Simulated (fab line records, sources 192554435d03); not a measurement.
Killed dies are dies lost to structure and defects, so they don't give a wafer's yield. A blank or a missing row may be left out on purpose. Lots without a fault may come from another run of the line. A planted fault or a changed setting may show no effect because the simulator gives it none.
fab line records | flow n5_finfet
record lots=7 wafers=21
route steps=1938 shown GATE_CUT@484 MOL_CONTACT_COAG@535
start_h: hours from the record's first day to the start of the lot's first wafer shown | wait_h: hours since the lot's step before | " the same as in the row above | L1.1+2: a row that stands for several wafers | - no value, or no start given | * or withheld: withheld | < > ~ a bound
route shown NAME@n: a module of which the file shows steps, and the number in the route of the first | usual: mean/standard deviation of fault-free wafers | same: alike in all rows | chamber/n: place in a boat | sites: the reading at each site | _std_site: their standard deviation | _edge_site: outer sites' mean less inner sites' | radius_mm: how far each site lies from the wafer's centre | mask NAME#n: copy n | behind: the tool/chamber that last shaped the wafer | hold: why the lot was held/for how many hours/how that ended | device: the transistor (n, p or np) that didn't switch | end of line: the same wafers' tests at the end of the route | a step without rows: its recipe alone | killed: dies lost to structure and defects at the first sort, not the wafer's yield | map: a wafer's dies, x killed, . not, _ none there
set.NAME: the setting as run; set.NAME@STEP: as run at that earlier step | model.NAME: the simulator's own value behind a step, which no gauge read
lots whose settings were changed on purpose; a table a step, a row a wafer
## steps
# step N5_GATE_CUT_EXPOSE_10
# recipe mask_id=GATE_CUT na=0.33 source_shape=annular sigma_inner=0.35 sigma_outer=0.8 polarization=unpolarized target_cd_nm=20 dose_mj=43.25
# columns lot.wafer tool chamber start_h wait_h mask set.dose_mj
L076.1+2+5 euv_scanner-01 0 95.77 - GATE_CUT#0 43.25
L078.1+3 euv_scanner-01 0 109.53 - GATE_CUT#0 43.25
L078.6 " 0 " " GATE_CUT#0 45.73
L081.1+4+5 euv_scanner-02 0 125.57 - GATE_CUT#0 43.25
L086.1+6 euv_scanner-02 0 158.73 - GATE_CUT#0 40.62
L086.3 " 0 " " GATE_CUT#0 43.25
L093.1+5 euv_scanner-01 0 195.17 - GATE_CUT#0 45.9
L093.6 " 0 " " GATE_CUT#0 43.25
L094.1+2+6 euv_scanner-02 0 204.08 - GATE_CUT#0 43.25
L095.2+3 euv_scanner-01 0 208.01 - GATE_CUT#0 46.29
L095.4 " 0 " " GATE_CUT#0 43.25
# step N5_GATE_CUT_PEB_11
# recipe peb_temp_c=100 peb_time_s=60 resist=CAR-EUV
# step N5_GATE_CUT_DEVELOP_12
# recipe develop_time_s=30 developer=TMAH resist=CAR-EUV rinse_liquid=surfactant_rinse dry=air_spin dev_temp_c=23
# step N5_GATE_CUT_CD_MEAS_13
# recipe target_cd_nm=20 landing_energy_ev=500 detector=se_inlens
# usual cd_nm=20.15/0.28
# columns lot.wafer tool chamber start_h wait_h set.dose_mj@GATE_CUT_EXPOSE_10 cd_nm
L076.1 cd_sem-02 0 95.90 - 43.25 19.86
L076.2 " 0 " " 43.25 19.99
L076.5 " 0 " " 43.25 20.44
L078.1 cd_sem-01 0 109.67 - 43.25 19.47
L078.3 " 0 " " 43.25 19.47
L078.6 " 0 " " 45.73 20.93
L081.1 cd_sem-02 0 125.71 - 43.25 20.69
L081.4 " 0 " " 43.25 20.23
L081.5 " 0 " " 43.25 20.40
L086.1 cd_sem-03 0 158.86 - 40.62 18.71
L086.3 " 0 " " 43.25 20.18
L086.6 " 0 " " 40.62 18.72
L093.1 cd_sem-01 0 195.30 - 45.9 21.25
L093.5 " 0 " " 45.9 21.79
L093.6 " 0 " " 43.25 20.18
L094.1 cd_sem-03 0 204.22 - 43.25 19.88
L094.2 " 0 " " 43.25 19.70
L094.6 " 0 " " 43.25 19.51
L095.2 cd_sem-02 0 208.13 - 46.29 21.71
L095.3 " 0 " " 46.29 21.24
L095.4 " 0 " " 43.25 20.49
# step N5_GATE_CUT_DESCUM_18
# recipe chemistry=O2 time_s=7 source_power_w=50 bias_power_w=20 pressure_mtorr=20 rf_frequency_hz=2.712e+07 temp_c=40 resist=CAR-EUV o2_flow_sccm=225
# columns lot.wafer tool chamber start_h wait_h set.dose_mj@GATE_CUT_EXPOSE_10 model.GATE_CUT.cd_nm
L076.1+2 rie_diel-01 2,1 96.03 0.0 43.25 20
L076.5 " 1 " " 43.25 20.2
L078.1 rie_diel-01 0 109.79 0.0 43.25 19.8
L078.3 " 3 " " 43.25 19.6
L078.6 " 3 " " 45.73 21
L081.1+4+5 rie_diel-02 0,1,2 125.83 0.0 43.25 20.4
L086.1 rie_diel-01 1 159.73 0.8 40.62 18.8
L086.3 " 0 " " 43.25 20.2
L086.6 " 0 " " 40.62 19
L093.1 rie_diel-01 0 195.53 0.1 45.9 21.4
L093.5 " 2 " " 45.9 21.6
L093.6 " 3 " " 43.25 20.2
L094.1 rie_diel-06 3 204.36 0.1 43.25 20
L094.2+6 " 0 " " 43.25 19.6
L095.2+3 rie_diel-01 2,3 208.43 0.2 46.29 21.6
L095.4 " 0 " " 43.25 20.2
# step N5_GATE_CUT_ETCH_28
# recipe chemistry=N2/H2 target=underlayer target_depth_a=130 mask_material=CAR-EUV time_s=10.4 ion_energy_ev=200 pressure_mtorr=30 source_w=840 bias_w=150 n2_flow_sccm=200 h2_flow_sccm=200 ends=cleared
# columns lot.wafer tool chamber start_h wait_h set.dose_mj@GATE_CUT_EXPOSE_10 model.GATE_CUT.cd_nm
L076.1 rie_diel-01 2 96.06 0.0 43.25 19.8
L076.2+5 " 1 " " 43.25 20.2
L078.1 rie_diel-01 0 109.82 0.0 43.25 20
L078.3 " 3 " " 43.25 19.6
L078.6 " 3 " " 45.73 21.2
L081.1 rie_diel-02 0 125.86 0.0 43.25 20.6
L081.4 " 1 " " 43.25 20.2
L081.5 " 2 " " 43.25 20.4
L086.1 rie_diel-01 1 159.76 0.0 40.62 18.8
L086.3 " 0 " " 43.25 20.4
L086.6 " 0 " " 40.62 19.2
L093.1 rie_diel-01 0 195.56 0.0 45.9 21.4
L093.5 " 2 " " 45.9 21.8
L093.6 " 3 " " 43.25 20.2
L094.1 rie_diel-06 3 204.40 0.0 43.25 19.8
L094.2+6 " 0 " " 43.25 19.6
L095.2 rie_diel-01 2 208.47 0.0 46.29 21.6
L095.3 " 3 " " 46.29 21.8
L095.4 " 0 " " 43.25 20.2
# step N5_GATE_CUT_ETCH_36
# recipe chemistry=CF4 target=SiARC target_depth_a=130 mask_material=CAR-EUV time_s=21.7 ion_energy_ev=80 pressure_mtorr=40 source_w=545 bias_w=36 Ar_flow_sccm=100 cf4_flow_sccm=100 ends=cleared
# columns lot.wafer tool chamber start_h wait_h set.dose_mj@GATE_CUT_EXPOSE_10 model.GATE_CUT.cd_nm
L076.1 rie_diel-01 2 96.08 0.0 43.25 20
L076.2+5 " 1 " " 43.25 20.2
L078.1 rie_diel-01 0 109.84 0.0 43.25 20
L078.3 " 3 " " 43.25 19.8
L078.6 " 3 " " 45.73 21.4
L081.1 rie_diel-02 0 125.88 0.0 43.25 20.6
L081.4+5 " 1,2 " " 43.25 20.4
L086.1 rie_diel-01 1 159.78 0.0 40.62 19
L086.3 " 0 " " 43.25 20.4
L086.6 " 0 " " 40.62 19.2
L093.1 rie_diel-01 0 195.58 0.0 45.9 21.4
L093.5 " 2 " " 45.9 21.8
L093.6 " 3 " " 43.25 20.4
L094.1+2+6 rie_diel-06 3,0,0 204.42 0.0 43.25 19.8
L095.2 rie_diel-01 2 208.49 0.0 46.29 21.6
L095.3 " 3 " " 46.29 21.8
L095.4 " 0 " " 43.25 20.2
# step N5_GATE_CUT_ETCH_37
# recipe chemistry=N2/H2 target=SOC target_depth_a=600 overetch_a=120 mask_material=SiARC temp_c=40 time_s=90 ion_energy_ev=200 pressure_mtorr=30 source_w=840 bias_w=150 n2_flow_sccm=200 h2_flow_sccm=200
# step N5_GATE_CUT_STRIP_38
# recipe chemistry=N2/H2 temp_c=40 n2_flow_sccm=200 h2_flow_sccm=200 rf_frequency_hz=6e+07
# step N5_GATE_CUT_STRIP_39
# recipe chemistry=N2/H2 temp_c=40 n2_flow_sccm=200 h2_flow_sccm=200 rf_frequency_hz=6e+07
# step N5_GATE_CUT_HM_OPEN_40
# recipe chemistry=C4F6/O2 target=SiO2 mask_material=SiARC target_depth_a=1390 time_s=85.1 ion_energy_ev=250 pressure_mtorr=30 source_w=345 bias_w=185 Ar_flow_sccm=300 C4F6_flow_sccm=10 O2_flow_sccm=10 ends=cleared
# usual etch_rf_on_time_s=95.6/2.1
# columns lot.wafer tool chamber start_h wait_h set.time_s@GATE_CUT_HM_DEP_46 set.dose_mj@GATE_CUT_EXPOSE_10 etch_rf_on_time_s model.GATE_CUT.cd_nm model.etch.depth_nm model.SOC_of_GATE_CUT_COAT_34.thk_nm
L076.1 rie_diel-01 2 96.19 0.0 26.6 43.25 95.6 20 131.8 33
L076.2 " 1 " " 23.96 43.25 85.7 19.6 117.8 34.6
L076.5 " 1 " " 23.96 43.25 88.8 19.8 120.9 33.8
L078.1 rie_diel-01 0 109.95 0.0 24.39 43.25 81.9 19.8 114.8 36.4
L078.3 " 3 " " 26.6 43.25 97.1 19.6 127.9 33
L078.6 " 3 " " 24.39 45.73 89.6 21 117.5 35.4
L081.1 rie_diel-02 0 125.99 0.0 26.6 43.25 95.8 21 129.3 33
L081.4 " 1 " " 26.6 43.25 97.5 20.2 131.1 33
L081.5 " 2 " " 26.6 43.25 96.3 20.6 129.2 32.6
L086.1 rie_diel-01 1 159.89 0.0 26.6 40.62 95.3 18.6 128.6 32.6
L086.3 " 0 " " 26.6 43.25 94.2 20.2 129.7 33.6
L086.6 " 0 " " 26.6 40.62 96.2 19.2 131.1 33.4
L093.1 rie_diel-01 0 195.69 0.0 26.6 45.9 93.0 21.4 128.9 33.4
L093.5 " 2 " " 27.76 45.9 98.3 21.6 137.6 32
L093.6 " 3 " " 26.6 43.25 99.2 20.4 130.8 32.4
L094.1 rie_diel-06 3 204.53 0.0 29.79 43.25 106.5 20.2 143.8 30.2
L094.2 " 0 " " 26.6 43.25 97.1 19.8 127.8 33.2
L094.6 " 0 " " 29.79 43.25 109.6 19.8 144.4 29.8
L095.2 rie_diel-01 2 208.60 0.0 26.6 46.29 90.4 21.6 126 34.6
L095.3 " 3 " " 28.63 46.29 105.9 21.8 140.1 30.6
L095.4 " 0 " " 26.6 43.25 92.6 20.4 127.3 33.8
# step N5_GATE_CUT_STRIP_41
# recipe chemistry=CF4 resist=SiARC power_w=300 bias_power_w=75 pressure_mtorr=50 cf4_flow_sccm=150 rf_frequency_hz=6e+07
# step N5_GATE_CUT_STRIP_42
# recipe chemistry=O2 power_w=400 temp_c=40 pressure_mtorr=30 rf_frequency_hz=6e+07 bias_power_w=0 overash_fraction=0.3 o2_flow_sccm=225
# step N5_GATE_CUT_CMP_23
# recipe stop_on=SiO2 t_overpolish_s=23.4 post_cmp_clean=alkaline_brush down_force_psi=2.5 platen_rpm=51.8 pad_velocity_m_s=1.0307 target_thk_nm=16
# step N5_GATE_CUT_CMP_43
# recipe material=SiO2 post_cmp_clean=rinse_only
# columns lot.wafer tool chamber start_h wait_h set.time_s@GATE_CUT_HM_DEP_46 model.SiO2_of_GATE_CUT_HM_DEP_46.thk_nm
L076.1 cmp-02 2 99.01 0.1 26.6 5
L076.2 " 3 " " 23.96 4.4
L076.5 " 2 " " 23.96 4.6
L078.3 cmp-04 2 112.69 0.2 26.6 4.8
L078.1 " 1 " " 24.39 4.2
L078.6 " 3 " " 24.39 4.4
L081.1+4+5 cmp-04 2,0,3 128.48 0.0 26.6 5
L086.1+3+6 cmp-02 2,3,0 162.57 0.2 26.6 5
L093.1+6 cmp-04 0 198.39 0.0 26.6 5
L093.5 " 1 " " 27.76 5.4
L094.2 cmp-01 3 207.56 0.1 26.6 4.8
L094.1+6 " 1,2 " " 29.79 5.6
L095.4+2 cmp-02 1,3 211.52 0.1 26.6 4.8
L095.3 " 0 " " 28.63 5.6
# step N5_MOL_CONTACT_COAG_CONTACT_ETCH_14
# recipe chemistry=C4F6/O2 target=SiO2 target_depth_a=275 overetch_a=85 mask_material=SOC pressure_mtorr=30 source_w=370 bias_w=185 Ar_flow_sccm=300 C4F6_flow_sccm=16 O2_flow_sccm=10 time_s=20 ion_energy_ev=259.6
# usual rf_vpp_V=692/3.9
# columns lot.wafer tool chamber start_h wait_h set.source_w rf_vpp_V
L076.1 rie_diel-05 1 100.55 0.0 324.9 728
L076.2 " 0 " " 324.9 723
L076.5 " 0 " " 370 692
L078.1 rie_diel-05 2 114.13 0.0 370 689
L078.3 " 0 " " 370 692
L078.6 " 3 " " 421.8 666
L081.1 rie_diel-04 3 129.80 0.0 370 687
L081.4 " 0 " " 370 696
L081.5 " 2 " " 370 688
L086.1 rie_diel-03 2 163.80 0.0 398.8 671
L086.3 " 0 " " 398.8 673
L086.6 " 0 " " 398.8 671
L093.1 rie_diel-05 2 199.77 0.0 422.1 666
L093.5 " 3 " " 422.1 665
L093.6 " 2 " " 370 688
L094.1 rie_diel-03 3 208.82 0.0 341.1 700
L094.2 " 0 " " 341.1 704
L094.6 " 3 " " 341.1 701
L095.2 rie_diel-03 2 212.96 0.0 370 689
L095.3 " 3 " " 370 694
L095.4 " 0 " " 427.7 659
# step N5_MOL_CONTACT_COAG_ALD_123
# recipe material=SiNx target_thk_a=50 temp_c=400 ald_precursor_family=SiH2I2 ald_co_reactant=N2/H2-plasma pulse_time_s=1 purge_time_s=2 co_reactant_purge_time_s=2 ald_cycles=100 pressure_torr=2
# columns lot.wafer tool chamber start_h wait_h set.ald_cycles model.SiNx_of_MOL_CONTACT_COAG_ALD_123.thk_nm
L076.1 ald_sin-04 3 111.34 0.0 100 5
L076.2 " 1 " " 106 5.2
L076.5 " 3 " " 106 5.4
L078.1+3+6 ald_sin-01 1,3,1 122.67 0.3 100 5
L081.1+4+5 ald_sin-04 0,0,3 138.91 0.0 100 5
L086.1+6 ald_sin-02 1,3 172.13 0.0 87 4.4
L086.3 " 0 " " 100 5
L093.1 ald_sin-01 2 209.16 0.0 95 4.8
L093.5+6 " 0,1 " " 100 5
L094.1 ald_sin-04 3 216.70 0.0 100 5
L094.2+6 " 0,3 " " 112 5.6
L095.2 ald_sin-04 3 223.48 1.0 87 4.4
L095.3+4 " 3,1 " " 100 5
## key
split step=N5_GATE_CUT_EXPOSE_10 setting=dose_mj stated=43.25 by=wafer
response step=N5_GATE_CUT_CD_MEAS_13 reading=cd_nm change=+0.206 per=1% r=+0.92
response step=N5_GATE_CUT_DESCUM_18 reading=model.GATE_CUT.cd_nm change=+0.212 per=1% r=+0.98
response step=N5_GATE_CUT_ETCH_28 reading=model.GATE_CUT.cd_nm change=+0.227 per=1% r=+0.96
response step=N5_GATE_CUT_ETCH_36 reading=model.GATE_CUT.cd_nm change=+0.219 per=1% r=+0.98
response step=N5_GATE_CUT_HM_OPEN_40 reading=model.GATE_CUT.cd_nm change=+0.199 per=1% r=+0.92
split step=N5_MOL_CONTACT_COAG_CONTACT_ETCH_14 setting=source_w stated=370 by=wafer
response step=N5_MOL_CONTACT_COAG_CONTACT_ETCH_14 reading=rf_vpp_V change=-2 per=1% r=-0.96
split step=N5_MOL_CONTACT_COAG_ALD_123 setting=ald_cycles stated=100 by=wafer
response step=N5_MOL_CONTACT_COAG_ALD_123 reading=model.SiNx_of_MOL_CONTACT_COAG_ALD_123.thk_nm change=+0.0471 per=1% r=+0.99
split outside_this_file step=N5_GATE_CUT_HM_DEP_46 setting=time_s
# split outside_this_file: this setting was split too, and the file shows its column; the key of that split is in another file
